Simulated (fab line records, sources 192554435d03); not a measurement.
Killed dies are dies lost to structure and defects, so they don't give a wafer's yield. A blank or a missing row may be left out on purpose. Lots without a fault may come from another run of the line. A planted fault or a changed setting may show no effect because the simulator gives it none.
fab line records | flow n5_finfet | part 1 of 2: steps 1 to 4 of 6
record lots=20 wafers=60 last_day=17
route steps=1938 shown BEOL_M5@1136
lots that met no fault: from a run of the same line without faults
start_h: hours from the record's first day to the start of the lot's first wafer shown | wait_h: hours since the lot's step before | " the same as in the row above | L1.1+2: a row that stands for several wafers | - no value, or no start given | * or withheld: withheld | < > ~ a bound
route shown NAME@n: a module of which the file shows steps, and the number in the route of the first | usual: mean/standard deviation of fault-free wafers | same: alike in all rows | chamber/n: place in a boat | sites: the reading at each site | _std_site: their standard deviation | _edge_site: outer sites' mean less inner sites' | radius_mm: how far each site lies from the wafer's centre | mask NAME#n: copy n | behind: the tool/chamber that last shaped the wafer | hold: why the lot was held/for how many hours/how that ended | device: the transistor (n, p or np) that didn't switch | end of line: the same wafers' tests at the end of the route | a step without rows: its recipe alone | killed: dies lost to structure and defects at the first sort, not the wafer's yield | map: a wafer's dies, x killed, . not, _ none there
set.NAME: the setting as run; set.NAME@STEP: as run at that earlier step | model.NAME: the simulator's own value behind a step, which no gauge read
steps of the route over a sample of lots; a table a step, a row a wafer
services: from which hour (start_h, from the record's first day; less than 0 if before it) a tool's chamber was out of use, for how many hours, and why
## steps
# step N5_BEOL_M5_HM_OPEN_17
# recipe chemistry=Cl2/BCl3 target_depth_a=200 overetch_a=60 target=TiN mask_material=SOC ion_energy_ev=150 pressure_mtorr=10 icp_w=1000 bias_w=126 Cl2_flow_sccm=53.25 bcl3_flow_sccm=21.75 Ar_flow_sccm=25
# usual drypump_motor_current_A=5.7/0.31 he_backside_leak_sccm=3.3/0.31 oes_product_au=0.63/0.081 throttle_valve_pct=22.09/0.16
# columns lot.wafer tool chamber start_h wait_h drypump_motor_current_A he_backside_leak_sccm oes_product_au rf_hours_counter_h throttle_valve_pct
L074.3 rie_metal-02 1 164.03 0.1 5.4 3.1 0.66 - 21.85
L074.4 " 0 " " 5.8 3.2 0.58 - 22.18
L074.5 " 0 " " 5.8 3.3 0.58 - 22.18
L075.2 rie_metal-02 0 178.98 0.0 5.8 3.2 0.58 87 22.18
L075.5 " 1 " " 5.4 3.3 0.67 - 21.82
L075.6 " 0 " " 5.7 3.2 0.58 - 22.21
L076.4 rie_metal-01 0 179.53 0.1 5.2 3.2 0.55 - 22.36
L076.5 " 0 " " 5.2 3.2 0.55 - 22.35
L076.6 " 1 " " 5.6 3.6 0.64 - 22.08
L079.4 rie_metal-03 1 189.47 0.1 6.2 3.4 0.55 - 22.20
L079.5 " 1 " " 6.2 3.4 0.55 - 22.20
L079.6 " 1 " " 6.2 3.4 0.55 - 22.20
L078.2 rie_metal-02 1 189.68 0.0 5.4 3.2 0.67 38 21.84
L078.4 " 1 " " 5.4 2.9 0.66 - 21.84
L078.6 " 0 " " 5.8 3.5 0.58 - 22.18
L080.2 rie_metal-02 1 212.86 0.0 5.4 3.2 0.65 40 21.85
L080.5 " 1 " " 5.4 3.1 0.66 - 21.83
L080.6 " 0 " " 5.8 3.2 0.58 - 22.19
L081.2 rie_metal-03 1 219.29 0.0 6.2 3.5 0.55 114 22.22
L081.3 " 0 " " 5.9 5.0 0.81 - 22.01
L081.5 " 1 " " 6.2 3.6 0.55 - 22.22
L082.2 rie_metal-02 1 232.74 0.0 5.4 2.9 0.66 41 21.85
L082.4 " 1 " " 5.4 3.2 0.66 - 21.85
L082.5 " 1 " " 5.4 3.0 0.65 - 21.85
L083.2 rie_metal-01 1 240.81 0.0 5.7 3.5 0.63 57 22.12
L083.3 " 0 " " 5.2 3.4 0.55 - 22.35
L083.6 " 0 " " 5.2 3.4 0.55 - 22.37
L084.1 rie_metal-01 0 243.48 0.0 5.2 3.2 0.53 115 22.37
L084.5 " 0 " " 5.2 3.1 0.55 - 22.34
L084.6 " 1 " " 5.6 3.6 0.63 - 22.11
L085.3 rie_metal-03 0 248.98 0.1 5.9 3.0 0.78 - 22.01
L085.4 " 1 " " 6.2 3.5 0.54 - 22.21
L085.5 " 1 " " 6.2 3.5 0.55 - 22.22
L086.2 rie_metal-03 1 249.86 0.0 6.2 3.2 0.55 118 22.21
L086.3 " 0 " " 5.9 3.0 0.77 - 22.02
L086.5 " 1 " " 6.2 3.3 0.54 - 22.23
L088.1 rie_metal-02 0 259.60 0.0 5.8 3.3 0.56 94 22.21
L088.2 " 1 " " 5.4 3.3 0.64 44 21.86
L088.3 " 1 " " 5.4 3.3 0.65 - 21.86
L087.3 rie_metal-01 1 259.79 0.1 5.6 3.5 0.65 - 22.08
L087.5 " 1 " " 5.6 3.7 0.65 - 22.07
L087.6 " 0 " " 5.2 3.3 0.54 - 22.35
L089.1 rie_metal-03 0 272.11 0.0 5.9 3.0 0.77 7 22.02
L089.3 " 0 " " 5.9 3.1 0.77 - 21.99
L089.6 " 0 " " 5.9 3.3 0.76 - 22.02
L091.1 rie_metal-01 0 275.38 0.0 5.2 3.2 0.54 118 22.36
L091.3 " 1 " " 5.6 3.9 0.63 - 22.11
L091.4 " 0 " " 5.2 3.2 0.54 - 22.36
L092.1 rie_metal-02 1 283.69 0.0 5.4 3.0 0.64 46 21.86
L092.3 " 0 " " 5.8 3.2 0.56 - 22.22
L092.6 " 0 " " 5.8 3.2 0.57 - 22.23
L093.1 rie_metal-01 1 295.86 0.0 5.6 3.4 0.63 63 22.10
L093.3 " 1 " " 5.6 3.5 0.63 - 22.09
L093.6 " 1 " " 5.6 3.2 0.63 - 22.10
L094.2 rie_metal-03 0 296.12 0.0 5.9 3.3 0.75 10 22.03
L094.3 " 0 " " 5.9 3.2 0.76 - 22.00
L094.6 " 1 " " 6.2 3.2 0.83 - 21.98
L095.1 rie_metal-01 1 311.01 0.0 5.6 3.5 0.62 66 22.12
L095.2 " 1 " " 5.6 3.5 0.62 - 22.11
L095.5 " 1 " " 5.6 3.5 0.62 - 22.13
# step N5_BEOL_M5_STRIP_19
# recipe chemistry=O2 power_w=400 temp_c=40 pressure_mtorr=30 rf_frequency_hz=6e+07 bias_power_w=0 overash_fraction=0.2 o2_flow_sccm=225
# usual drypump_motor_current_A=5.5/0.45 oes_product_au=0.78/0.09 rf_vpp_V=3.6/0.49 showerhead_plenum_p_Torr=2.06/0.065 throttle_valve_pct=16.74/0.21
# columns lot.wafer tool chamber start_h wait_h drypump_motor_current_A oes_product_au rf_hours_counter_h rf_vpp_V showerhead_plenum_p_Torr throttle_valve_pct
L074.3 rie_diel-06 1 164.11 0.1 5.8 0.78 155 3.5 2.03 17.00
L074.4 " 3 " " 5.0 0.99 6 3.5 2.15 16.35
L074.5 " 2 " " 5.7 0.70 - 3.5 2.08 16.69
L075.2 rie_diel-06 0 179.09 0.1 6.4 0.79 81 3.4 2.10 16.32
L075.5 " 3 " " 5.0 0.97 - 3.9 2.15 16.35
L075.6 " 2 " " 5.7 0.70 - 3.1 2.07 16.68
L076.4 rie_diel-04 0 179.61 0.1 6.0 0.80 123 2.8 2.01 16.64
L076.5 " 0 " " 6.1 0.80 - 3.5 2.01 16.64
L076.6 " 1 " " 5.5 1.01 - 3.4 2.15 16.86
L079.4 rie_diel-04 0 189.66 0.2 6.0 0.79 127 3.8 2.01 16.65
L079.5 " 0 " " 6.0 0.78 - 2.7 2.01 16.65
L079.6 " 3 " " 4.9 0.71 - 4.8 2.06 16.73
L078.2 rie_diel-06 0 189.86 0.1 6.4 0.79 84 3.9 2.10 16.34
L078.4 " 2 " " 5.6 0.70 204 4.0 2.07 16.72
L078.6 " 0 " " 6.4 0.80 - 3.8 2.10 16.34
L080.2 rie_diel-03 0 212.97 0.1 5.7 0.75 142 3.6 1.95 16.81
L080.5 " 2 " " 5.2 0.71 - 2.9 2.17 16.89
L080.6 " 3 " " 5.7 0.74 - 3.9 2.00 17.04
L081.2 rie_diel-06 0 219.40 0.1 6.4 0.78 91 3.5 2.09 16.34
L081.3 " 3 " " 5.0 0.94 21 3.0 2.14 16.37
L081.5 " 1 " " 5.8 0.75 - 3.1 2.02 17.00
L082.2 rie_diel-04 1 232.85 0.1 5.5 0.95 18 3.1 2.15 16.88
L082.4 " 3 " " 4.9 0.71 211 4.4 2.06 16.77
L082.5 " 1 " " 5.5 0.94 - 3.0 2.15 16.88
L083.2 rie_diel-04 2 240.95 0.1 4.8 0.88 50 3.3 2.05 16.49
L083.3 " 3 " " 4.9 0.70 213 2.8 2.06 16.77
L083.6 " 3 " " 4.9 0.71 - 3.7 2.06 16.77
L084.1 rie_diel-04 0 243.59 0.1 6.0 0.77 144 3.8 2.00 16.68
L084.5 " 3 " " 4.9 0.70 - 3.5 2.06 16.77
L084.6 " 0 " " 6.1 0.76 - 3.7 2.00 16.67
L085.3 rie_diel-03 1 249.07 0.1 5.6 0.70 213 3.2 2.08 16.72
L085.4 " 0 " " 5.6 0.73 154 3.0 1.94 16.87
L085.5 " 0 " " 5.6 0.74 - 4.0 1.94 16.81
L086.2 rie_diel-06 3 249.97 0.1 5.1 0.92 29 3.6 2.14 16.40
L086.3 " 1 " " 5.8 0.75 175 3.2 2.02 17.02
L086.5 " 3 " " 5.0 0.93 - 2.7 2.14 16.39
L088.1 rie_diel-03 3 259.71 0.1 5.7 0.73 178 3.2 1.99 17.07
L088.2 " 0 " " 5.7 0.74 157 3.6 1.94 16.84
L088.3 " 1 " " 5.6 0.72 215 4.0 2.08 16.74
L087.3 rie_diel-03 3 259.88 0.1 5.7 0.73 178 4.1 1.99 17.05
L087.5 " 1 " " 5.6 0.71 - 2.6 2.08 16.76
L087.6 " 2 " " 5.2 0.71 - 3.1 2.17 16.92
L089.1 rie_diel-04 3 272.41 0.3 4.9 0.70 223 3.7 2.05 16.80
L089.3 " 1 " " 5.5 0.90 31 4.1 2.14 16.90
L089.6 " 3 " " 4.9 0.70 - 3.1 2.05 16.80
L091.1 rie_diel-04 1 275.59 0.2 5.5 0.91 33 4.5 2.14 16.90
L091.3 " 3 " " 4.9 0.70 224 3.4 2.05 16.79
L091.4 " 2 " " 4.9 0.85 63 3.9 2.04 16.50
L092.1 rie_diel-03 3 283.80 0.1 5.7 0.74 187 2.6 1.99 17.07
L092.3 " 0 " " 5.7 0.75 166 3.3 1.94 16.86
L092.6 " 3 " " 5.7 0.73 - 4.0 1.99 17.07
L093.1 rie_diel-03 1 296.15 0.3 5.6 0.70 229 4.0 2.08 16.78
L093.3 " 0 " " 5.7 0.73 172 3.0 1.94 16.89
L093.6 " 0 " " 5.7 0.73 - 4.3 1.94 16.88
L094.2 rie_diel-03 3 296.23 0.1 5.7 0.72 193 3.4 1.99 17.08
L094.3 " 1 " " 5.6 0.70 229 3.8 2.08 16.78
L094.6 " 1 " " 5.6 0.69 - 3.1 2.08 16.78
L095.1 rie_diel-04 1 311.33 0.3 5.5 0.88 48 2.9 2.14 16.95
L095.2 " 0 " " 6.1 0.76 167 3.9 1.99 16.72
L095.5 " 0 " " 6.0 0.75 - 3.4 1.99 16.72
# step N5_BEOL_M5_INSPECT_30
# recipe mode=adi inspect_instrument=brightfield
# usual raw_defect_count=436/100
# columns lot.wafer tool chamber start_h wait_h raw_defect_count
L074.3 defect_inspect-02 - 167.40 0.0 340
L074.4 " - " " 342
L074.5 " - " " 285
L076.4 defect_inspect-02 - 181.28 0.0 474
L076.5 " - " " 428
L076.6 " - " " 495
L075.2 defect_inspect-01 - 181.33 0.0 285
L075.5 " - " " 481
L075.6 " - " " 360
L079.4 defect_inspect-02 - 194.07 0.0 344
L079.5 " - " " 393
L079.6 " - " " 287
L078.2 defect_inspect-02 - 194.25 0.0 323
L078.4 " - " " 465
L078.6 " - " " 300
L080.2 defect_inspect-02 - 213.44 0.0 429
L080.5 " - " " 328
L080.6 " - " " 272
L081.2 defect_inspect-01 - 220.49 0.0 581
L081.3 " - " " 605
L081.5 " - " " 359
L082.2 defect_inspect-02 - 233.50 0.0 431
L082.4 " - " " 377
L082.5 " - " " 368
L083.2 defect_inspect-02 - 241.57 0.0 453
L083.3 " - " " 503
L083.6 " - " " 449
L084.1 defect_inspect-01 - 244.94 0.1 584
L084.5 " - " " 609
L084.6 " - " " 510
L086.2 defect_inspect-01 - 250.44 0.0 359
L086.3 " - " " 413
L086.5 " - " " 394
L085.3 defect_inspect-02 - 250.62 0.0 396
L085.4 " - " " 449
L085.5 " - " " 317
L088.1 defect_inspect-01 - 260.34 0.1 434
L088.2 " - " " 617
L088.3 " - " " 318
L087.3 defect_inspect-01 - 260.61 0.0 425
L087.5 " - " " 466
L087.6 " - " " 732
L089.1 defect_inspect-02 - 273.26 0.1 371
L089.3 " - " " 474
L089.6 " - " " 321
L091.1 defect_inspect-02 - 276.43 0.1 416
L091.3 " - " " 445
L091.4 " - " " 443
L092.1 defect_inspect-01 - 286.32 0.1 860
L092.3 " - " " 457
L092.6 " - " " 521
L093.1 defect_inspect-01 - 296.80 0.1 420
L093.3 " - " " 472
L093.6 " - " " 454
L094.2 defect_inspect-02 - 296.98 0.0 350
L094.3 " - " " 326
L094.6 " - " " 303
L095.1 defect_inspect-01 - 311.85 0.1 493
L095.2 " - " " 370
L095.5 " - " " 424
# step N5_BEOL_M5_DESCUM_33
# recipe chemistry=O2 time_s=7 source_power_w=50 bias_power_w=20 pressure_mtorr=20 rf_frequency_hz=2.712e+07 temp_c=40 resist=CAR-EUV o2_flow_sccm=225
# usual drypump_motor_current_A=5.5/0.38 oes_product_au=0.76/0.082 rf_vpp_V=242.6/1.5 showerhead_plenum_p_Torr=2.06/0.071 throttle_valve_pct=20.53/0.23
# columns lot.wafer tool chamber start_h wait_h drypump_motor_current_A oes_product_au rf_hours_counter_h rf_vpp_V showerhead_plenum_p_Torr throttle_valve_pct
L074.3 rie_diel-06 2 167.43 0.0 5.7 0.71 198 242.2 2.07 20.40
L074.4 " 1 " " 5.8 0.78 156 241.4 2.02 20.80
L074.5 " 2 " " 5.7 0.71 - 244.2 2.07 20.39
L076.4 rie_diel-06 3 181.31 0.0 5.0 0.97 10 244.1 2.14 20.14
L076.5 " 2 " " 5.7 0.70 - 241.8 2.07 20.39
L076.6 " 3 " " 5.0 0.97 - 242.7 2.14 20.11
L075.2 rie_diel-04 1 181.61 0.3 5.5 1.01 2 243.8 2.15 20.70
L075.5 " 1 " " 5.5 1.00 - 243.8 2.15 20.73
L075.6 " 2 " " 4.8 0.91 - 241.7 2.05 20.24
L079.4 rie_diel-03 3 194.12 0.0 5.7 0.75 - 242.2 2.00 20.75
L079.5 " 1 " " 5.6 0.73 - 242.8 2.09 20.47
L079.6 " 2 " " 5.2 0.72 - 243.3 2.17 20.66
L078.2 rie_diel-06 1 194.28 0.0 5.8 0.77 160 241.0 2.02 20.80
L078.4 " 0 " " 6.4 0.80 84 243.4 2.09 20.03
L078.6 " 1 " " 5.8 0.77 - 242.0 2.02 20.78
L080.2 rie_diel-04 0 213.55 0.1 6.0 0.79 133 241.8 2.00 20.36
L080.5 " 3 " " 4.9 0.71 - 242.9 2.06 20.44
L080.6 " 2 " " 4.8 0.89 - 243.9 2.05 20.26
L081.2 rie_diel-03 1 220.53 0.0 5.5 0.72 203 241.8 2.08 20.49
L081.3 " 3 " " 5.7 0.75 167 241.8 1.99 20.77
L081.5 " 2 " " 5.2 0.71 - 242.9 2.17 20.69
L082.2 rie_diel-06 1 233.61 0.1 5.8 0.76 171 241.2 2.02 20.80
L082.4 " 3 " " 5.0 0.94 25 243.8 2.14 20.13
L082.5 " 3 " " 5.0 0.93 - 244.7 2.14 20.14
L083.2 rie_diel-03 0 241.60 0.0 5.7 0.75 152 240.5 1.94 20.63
L083.3 " 3 " " 5.7 0.74 174 240.9 1.99 20.77
L083.6 " 2 " " 5.1 0.71 - 244.5 2.17 20.68
L084.1 rie_diel-03 3 245.19 0.2 5.7 0.74 175 242.3 1.99 20.79
L084.5 " 1 " " 5.6 0.72 - 243.8 2.08 20.51
L084.6 " 0 " " 5.7 0.75 - 239.6 1.94 20.63
L086.2 rie_diel-06 0 250.48 0.0 6.4 0.78 99 244.5 2.09 20.03
L086.3 " 2 " " 5.7 0.68 221 244.7 2.06 20.43
L086.5 " 1 " " 5.8 0.75 - 241.1 2.02 20.79
L085.3 rie_diel-03 0 250.65 0.0 5.7 0.75 155 240.2 1.94 20.61
L085.4 " 1 " " 5.6 0.72 213 242.9 2.08 20.51
L085.5 " 0 " " 5.7 0.74 - 239.4 1.94 20.63
L088.1 rie_diel-06 3 260.37 0.0 5.0 0.91 32 243.5 2.14 20.15
L088.2 " 1 " " 5.8 0.75 178 242.3 2.01 20.81
L088.3 " 2 " " 5.7 0.69 224 243.1 2.06 20.43
L087.3 rie_diel-03 3 260.65 0.0 5.7 0.73 179 242.0 1.99 20.78
L087.5 " 2 " " 5.2 0.71 - 245.3 2.16 20.69
L087.6 " 1 " " 5.5 0.72 - 243.8 2.08 20.52
L089.1 rie_diel-04 1 273.51 0.3 5.5 0.90 32 244.0 2.14 20.76
L089.3 " 2 " " 4.8 0.86 62 242.5 2.04 20.28
L089.6 " 1 " " 5.5 0.91 - 243.8 2.14 20.76
L091.1 rie_diel-03 2 277.05 0.6 5.2 0.70 205 244.1 2.16 20.70
L091.3 " 3 " " 5.7 0.73 185 242.6 1.99 20.82
L091.4 " 1 " " 5.6 0.71 222 243.2 2.08 20.52
L092.1 rie_diel-03 2 287.49 1.2 5.2 0.70 209 244.0 2.16 20.70
L092.3 " 3 " " 5.7 0.72 189 242.1 1.98 20.80
L092.6 " 0 " " 5.7 0.74 - 239.9 1.93 20.65
L093.1 rie_diel-04 2 297.28 0.5 4.8 0.85 72 243.1 2.04 20.28
L093.3 " 1 " " 5.6 0.89 42 243.0 2.14 20.77
L093.6 " 1 " " 5.5 0.88 - 243.7 2.14 20.77
L094.2 rie_diel-04 1 297.73 0.8 5.5 0.90 42 245.4 2.14 20.79
L094.3 " 2 " " 4.9 0.85 72 242.9 2.04 20.29
L094.6 " 2 " " 4.8 0.86 - 242.0 2.04 20.32
L095.1 rie_diel-03 0 312.00 0.1 5.7 0.73 179 239.7 1.93 20.66
L095.2 " 3 " " 5.7 0.72 199 241.7 1.98 20.82
L095.5 " 1 " " 5.6 0.69 - 242.5 2.07 20.55
